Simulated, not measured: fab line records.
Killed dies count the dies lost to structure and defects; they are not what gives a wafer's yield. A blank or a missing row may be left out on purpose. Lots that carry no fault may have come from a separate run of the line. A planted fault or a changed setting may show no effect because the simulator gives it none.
Which tool is to blame? -- flow n5-finfet -- Sampling: 24 lots, 72 wafers, 6 of 1938 route steps

== WHAT THE GAUGES SHOWED, per wafer ==
N5_PMOS_HMC_CHANNEL_EPI_THK_MEAS_22. Usual: HMC_CMP_THK typically reads 53.9 nm, with standard deviation 0.45.
lot,measured,on,HMC_CMP_THK (nm),flag
L074,day 1 19:39,film-metro-02,54.5 54.1 54.5,
L075,day 2 02:07,film-metro-02,53.9 54.2 54.1,
L076,day 2 09:08,film-metro-01,54.2 54.4 54.6,
L077,day 2 14:50,film-metro-01,54.4 53.3 53.4,
L078,day 2 20:10,film-metro-02,54.0 53.7 53.8,
L079,day 3 01:51,film-metro-02,53.7 54.0 54.7,
L080,day 3 07:17,film-metro-02,53.2 54.6 54.6,
L081,day 3 13:34,film-metro-01,53.2 54.9 53.9,
L082,day 3 20:23,film-metro-01,53.9 53.8 53.9,
L083,day 4 04:53,film-metro-02,53.4 55.0 55.0,
L084,day 4 08:05,film-metro-01,54.3 54.0 54.4,
L085,day 4 13:45,film-metro-01,54.1 53.7 54.3,
L086,day 4 20:02,film-metro-02,53.5 53.7 53.6,
L087,day 5 01:41,film-metro-01,53.8 53.5 54.5,
L088,day 5 08:38,film-metro-02,53.8 54.1 53.7,
L089,day 5 13:58,film-metro-01,53.6 53.4 53.4,
L090,day 5 19:50,film-metro-01,54.3 53.3 53.8,
L091,day 6 01:29,film-metro-02,54.4 53.7 53.6,
L092,day 6 07:32,film-metro-02,53.4 53.0 53.5,
L093,day 6 13:40,film-metro-02,53.4 53.8 53.6,
L094,day 6 20:23,film-metro-02,53.8 53.4 53.7,
L095,day 7 02:44,film-metro-02,54.0 54.0 54.0,
L096,day 7 07:54,film-metro-01,54.1 54.7 54.1,
L097,day 7 14:14,film-metro-02,53.8 54.4 54.0,

N5_FIN_SAQP_OVL_MEAS_17. Usual: FIN_CORE_OVL typically reads -0.3 nm, with standard deviation 0.77.
lot,measured,on,FIN_CORE_OVL (nm),flag
L074,day 1 22:29,overlay-02,0.5 -0.8 2.1,
L075,day 2 04:01,overlay-01,-0.5 -0.9 0.6,
L076,day 2 11:04,overlay-01,-0.2 -0.1 -1.0,
L077,day 2 16:59,overlay-02,-0.9 0.7 -0.6,
L078,day 2 21:52,overlay-02,0.2 0.0 0.5,
L079,day 3 03:49,overlay-02,-0.3 -0.5 -0.7,
L080,day 3 09:09,overlay-02,0.2 -0.2 1.0,
L081,day 3 15:25,overlay-02,-0.5 -0.7 -0.2,
L082,day 3 22:40,overlay-02,-0.8 -0.9 -0.8,
L083,day 4 06:44,overlay-01,-0.2 -0.3 -0.6,
L084,day 4 10:00,overlay-02,-0.6 -0.3 -0.2,
L085,day 4 15:50,overlay-02,-0.2 0.8 -0.1,
L086,day 4 21:58,overlay-01,-2.0 -0.9 -0.9,
L087,day 5 04:23,overlay-01,-1.2 -1.3 -1.9,
L088,day 5 12:41,overlay-01,1.4 -1.2 0.5,
L089,day 5 15:41,overlay-02,1.0 0.6 -0.2,
L090,day 5 21:37,overlay-01,-0.4 0.7 1.5,
L091,day 6 03:12,overlay-02,-0.2 -1.4 -0.4,
L092,day 6 09:22,overlay-01,-0.1 -1.4 -0.7,
L093,day 6 15:49,overlay-02,-0.3 -1.0 0.3,
L094,day 6 22:41,overlay-01,-0.4 0.4 -0.8,
L095,day 7 04:53,overlay-02,-0.2 -1.4 0.1,
L096,day 7 11:11,overlay-01,-0.3 -1.3 -0.8,
L097,day 7 17:32,overlay-02,0.4 -0.2 -0.9,

N5_FIN_CUT_INSPECT_10: inspects for defects (brightfield). Usual: raw-defect-count 44, standard deviation 11.
lot,measured,on,raw-defect-count,flag
L074,day 2 04:01,defect-inspect-02,48 54 42,
L075,day 2 09:19,defect-inspect-02,45 36 37,
L076,day 2 17:04,defect-inspect-02,34 22 37,
L077,day 2 22:47,defect-inspect-01,18 39 29,
L078,day 3 02:35,defect-inspect-01,31 47 43,
L079,day 3 09:11,defect-inspect-02,25 29 32,
L080,day 3 13:56,defect-inspect-01,43 42 46,
L081,day 3 20:52,defect-inspect-01,35 53 43,
L082,day 4 04:52,defect-inspect-02,34 57 47,
L083,day 4 11:26,defect-inspect-02,40 53 55,
L084,day 4 15:08,defect-inspect-02,34 39 35,
L085,day 4 21:43,defect-inspect-02,47 35 54,
L086,day 5 02:34,defect-inspect-01,42 47 50,
L087,day 5 09:22,defect-inspect-01,40 35 44,
L088,day 5 17:37,defect-inspect-02,39 36 37,
L089,day 5 20:42,defect-inspect-02,24 52 31,
L090,day 6 02:20,defect-inspect-01,36 26 39,
L091,day 6 08:07,defect-inspect-01,42 61 90,
L092,day 6 14:17,defect-inspect-01,63 65 50,
L093,day 6 22:17,defect-inspect-01,40 62 50,
L094,day 7 04:47,defect-inspect-01,65 37 38,
L095,day 7 10:51,defect-inspect-02,57 47 40,
L096,day 7 18:30,defect-inspect-02,49 50 60,
L097,day 7 23:30,defect-inspect-01,28 32 41,

== WHAT TOOL EACH LOT RAN ON (gives the tool, then ch and the chambers of the sampled wafers, and finally the start) ==
lot,N5_PMOS_HMC_CHANNEL_EPI_FIN_RECESS_16,N5_FIN_SAQP_PECVD_47,N5_FIN_SAQP_MANDREL_ETCH_58
L074,"rie-si-03 ch 0,3, day 1 17:50","pecvd-01 ch 0,1,2, day 1 21:49","rie-si-06 ch 1,2,3, day 2 00:51"
L075,"rie-si-05 ch 0,1, day 1 23:49","pecvd-01 ch 0,1,2, day 2 03:19","rie-si-06 ch 0,1, day 2 06:53"
L076,"rie-si-05 ch 1,3, day 2 07:20","pecvd-01 ch 0,1,2, day 2 10:23","rie-si-06 ch 0,2,3, day 2 13:44"
L077,"rie-si-03 ch 0,1, day 2 13:01","pecvd-03 ch 1,2, day 2 16:17","rie-si-02 ch 1,3, day 2 20:20"
L078,"rie-si-04 ch 0,1,3, day 2 18:22","pecvd-01 ch 0,1,2, day 2 21:18","rie-si-06 ch 0,1, day 3 00:07"
L079,"rie-si-04 ch 1,2,3, day 3 00:02","pecvd-03 ch 1,2, day 3 03:07","rie-si-06 ch 1,3, day 3 06:37"
L080,"rie-si-04 ch 2,3, day 3 05:29","pecvd-03 ch 0,1, day 3 08:26","rie-si-06 ch 0,2,3, day 3 11:29"
L081,"rie-si-04 ch 2,3, day 3 11:45","pecvd-03 ch 1,2, day 3 14:43","rie-si-02 ch 0,1, day 3 18:00"
L082,"rie-si-05 ch 1,3, day 3 18:35","pecvd-02 ch 0,1,2, day 3 21:54","rie-si-06 ch 0,2,3, day 4 02:21"
L083,"rie-si-04 ch 2,3, day 4 03:04","pecvd-01 ch 0,2, day 4 06:02","rie-si-01 ch 0,1,2, day 4 09:00"
L084,"rie-si-04 ch 0,1, day 4 06:17","pecvd-03 ch 0,1,2, day 4 09:19","rie-si-06 ch 1,2,3, day 4 12:36"
L085,"rie-si-03 ch 1,2, day 4 11:56","pecvd-01 ch 0,1,2, day 4 15:16","rie-si-02 ch 0,1,3, day 4 19:22"
L086,"rie-si-04 ch 0,1, day 4 18:14","pecvd-03 ch 0,1, day 4 21:16","rie-si-01 ch 0,1,2, day 5 00:14"
L087,"rie-si-03 ch 1,2,3, day 4 23:53","pecvd-03 ch 1,2, day 5 03:44","rie-si-01 ch 0,2,3, day 5 06:49"
L088,"rie-si-04 ch 0,2, day 5 06:49","pecvd-02 ch 0,1, day 5 10:02","rie-si-01 ch 0,1,3, day 5 15:13"
L089,"rie-si-04 ch 2,3, day 5 11:46","pecvd-02 ch 1,2, day 5 15:07","rie-si-06 ch 0,2,3, day 5 18:02"
L090,"rie-si-03 ch 0,2,3, day 5 18:01","pecvd-01 ch 0,2, day 5 21:03","rie-si-06 ch 0,1,3, day 5 23:52"
L091,"rie-si-04 ch 0,1,3, day 5 23:41","pecvd-02 ch 0,1,2, day 6 02:38","rie-si-06 ch 0,1,3, day 6 05:27"
L092,"rie-si-03 ch 1,2,3, day 6 05:44","pecvd-03 ch 0,1,2, day 6 08:48","rie-si-01 ch 0,2,3, day 6 11:56"
L093,"rie-si-04 ch 1,2, day 6 11:51","pecvd-03 ch 0,2, day 6 15:14","rie-si-01 ch 1,3, day 6 18:44"
L094,"rie-si-04 ch 0,1, day 6 18:10","pecvd-01 ch 0,1,2, day 6 21:59","rie-si-02 ch 0,1, day 7 01:20"
L095,"rie-si-05 ch 0,3, day 7 00:31","pecvd-01 ch 1,2, day 7 04:11","rie-si-02 ch 1,3, day 7 07:32"
L096,"rie-si-04 ch 2,3, day 7 06:05","pecvd-01 ch 0,1,2, day 7 10:28","rie-si-02 ch 0,1,2, day 7 16:02"
L097,"rie-si-03 ch 1,2, day 7 12:01","pecvd-02 ch 0,1,2, day 7 16:50","rie-si-01 ch 0,1,2, day 7 21:10"
- N5_PMOS_HMC_CHANNEL_EPI_FIN_RECESS_16: chemistry HBr/Cl2, target Si, target depth 54 nm, time 18 s.
- N5_FIN_SAQP_PECVD_47: deposits a-Si from SiH4/He, target thk 45 nm, time 36.3 s.
- N5_FIN_SAQP_MANDREL_ETCH_58: etches a-Si in HBr/Cl2, stops on SiNx, target depth 45 nm, bt time 10 s, time 27 s.

== AS READ BY THE TOOLS THEMSELVES (means over the sampled wafers that have a number; for cases with no such wafer, the mark the record gives instead) ==
N5_PMOS_HMC_CHANNEL_EPI_FIN_RECESS_16. Usual: drypump-motor-current-A 5.7 A, standard deviation 0.49; mfc-cl2-sccm 79.98 sccm, standard deviation 0.24; oes-product-au 0.993 a.u., standard deviation 0.012; throttle-valve-pct 35.51 %, standard deviation 0.25.
lot,tool,drypump-motor-current-A (A),mfc-cl2-sccm (sccm),oes-product-au (a.u.),throttle-valve-pct (%),flag
L074,rie-si-03,5.2,80.15,1.005,35.37,
L075,rie-si-05,6.2,80.00,0.992,35.69,
L076,rie-si-05,6.2,80.06,1.010,35.74,
L077,rie-si-03,5.2,79.98,0.987,35.54,
L078,rie-si-04,5.5,80.25,0.988,35.33,
L079,rie-si-04,5.7,79.94,0.986,35.46,
L080,rie-si-04,6.1,80.09,0.986,35.29,
L081,rie-si-04,6.1,80.04,0.983,35.29,
L082,rie-si-05,6.2,79.97,0.993,35.72,
L083,rie-si-04,6.1,79.86,0.992,35.29,
L084,rie-si-04,5.3,79.80,0.995,35.38,
L085,rie-si-03,5.7,80.03,0.996,35.81,
L086,rie-si-04,5.0,79.73,0.982,35.51,
L087,rie-si-03,5.7,79.72,1.006,35.60,
L088,rie-si-04,5.7,80.06,0.992,35.40,
L089,rie-si-04,6.1,80.00,0.981,35.51,
L090,rie-si-03,5.5,80.08,1.002,35.54,
L091,rie-si-04,5.5,80.22,0.984,35.33,
L092,rie-si-03,5.7,79.99,0.997,35.61,
L093,rie-si-04,5.6,79.79,0.987,35.69,
L094,rie-si-04,5.0,80.05,0.984,35.51,
L095,rie-si-05,6.0,80.07,1.003,35.70,
L096,rie-si-04,6.1,80.26,0.996,35.50,
L097,rie-si-03,5.5,79.97,0.991,35.71,

N5_FIN_SAQP_PECVD_47. Usual: heater-power-w 798 W, standard deviation 52; showerhead-plenum-p-Torr 5.66 Torr, standard deviation 0.043; showerhead-vpp-V 607 V, standard deviation 19; throttle-valve-pct 18.4 %, standard deviation 0.98.
lot,tool,heater-power-w (W),showerhead-plenum-p-Torr (Torr),showerhead-vpp-V (V),throttle-valve-pct (%),flag
L074,pecvd-01,802,5.69,606,18.6,
L075,pecvd-01,835,5.69,605,18.7,
L076,pecvd-01,831,5.69,603,18.8,
L077,pecvd-03,848,5.62,605,17.7,
L078,pecvd-01,782,5.69,612,18.7,
L079,pecvd-03,841,5.61,596,17.5,
L080,pecvd-03,868,5.67,618,17.7,
L081,pecvd-03,778,5.63,617,17.9,
L082,pecvd-02,781,5.63,597,19.0,
L083,pecvd-01,806,5.69,622,18.3,
L084,pecvd-03,815,5.66,610,17.6,
L085,pecvd-01,788,5.69,607,18.6,
L086,pecvd-03,795,5.68,626,17.7,
L087,pecvd-03,797,5.64,627,17.6,
L088,pecvd-02,766,5.65,595,19.9,
L089,pecvd-02,762,5.67,607,19.5,
L090,pecvd-01,723,5.69,625,18.3,
L091,pecvd-02,798,5.63,603,19.3,
L092,pecvd-03,781,5.65,610,17.6,
L093,pecvd-03,836,5.62,597,17.4,
L094,pecvd-01,783,5.68,603,18.7,
L095,pecvd-01,776,5.67,607,18.6,
L096,pecvd-01,793,5.68,608,18.7,
L097,pecvd-02,767,5.63,599,19.2,

N5_FIN_SAQP_MANDREL_ETCH_58. Usual: drypump-motor-current-A 5.7 A, standard deviation 0.5; mfc-cl2-sccm 79.98 sccm, standard deviation 0.27; oes-product-au 0.695 a.u., standard deviation 0.012; throttle-valve-pct 35.69 %, standard deviation 0.29.
lot,tool,drypump-motor-current-A (A),mfc-cl2-sccm (sccm),oes-product-au (a.u.),throttle-valve-pct (%),flag
L074,rie-si-06,5.6,79.95,0.691,35.77,
L075,rie-si-06,5.4,79.89,0.681,35.57,
L076,rie-si-06,5.4,80.08,0.691,35.78,
L077,rie-si-02,5.5,79.85,0.700,35.53,
L078,rie-si-06,5.4,79.80,0.687,35.55,
L079,rie-si-06,5.9,79.85,0.698,35.87,
L080,rie-si-06,5.4,80.15,0.700,35.77,
L081,rie-si-02,6.1,79.71,0.699,35.68,
L082,rie-si-06,5.4,79.95,0.695,35.77,
L083,rie-si-01,5.8,80.06,0.706,35.76,
L084,rie-si-06,5.6,79.81,0.705,35.74,
L085,rie-si-02,5.8,79.98,0.705,35.59,
L086,rie-si-01,5.8,80.12,0.705,35.75,
L087,rie-si-01,5.6,80.19,0.697,35.50,
L088,rie-si-01,6.1,79.80,0.705,35.78,
L089,rie-si-06,5.4,80.01,0.699,35.77,
L090,rie-si-06,5.6,79.97,0.697,35.71,
L091,rie-si-06,5.7,79.84,0.697,35.70,
L092,rie-si-01,5.7,80.03,0.701,35.50,
L093,rie-si-01,6.5,80.52,0.697,35.89,
L094,rie-si-02,6.1,79.73,0.697,35.69,
L095,rie-si-02,5.5,79.80,0.699,35.54,
L096,rie-si-02,5.7,80.18,0.691,35.80,
L097,rie-si-01,5.7,79.98,0.703,35.76,

== THE ANSWER, worked out from the rows above alone ==
Rule: take the mean of a lot's wafers that have a number; if it is more than 3 standard deviations from the usual mean, the lot is off. Also off: a lot with no number at a reading for which 4 or more lots have one. The other lots that the step has rows for count as sound. After the gauges, taken in route order, come the tools' own readings; for these a lot's mean is taken, as printed above. The first step at which some lot is off is used, and at that step the reading that is off furthest; a lot without a number counts as furthest.
None of the lots is off at any reading shown; this tells nothing.

== WHAT WAS PUT IN BY THE SIMULATOR ==
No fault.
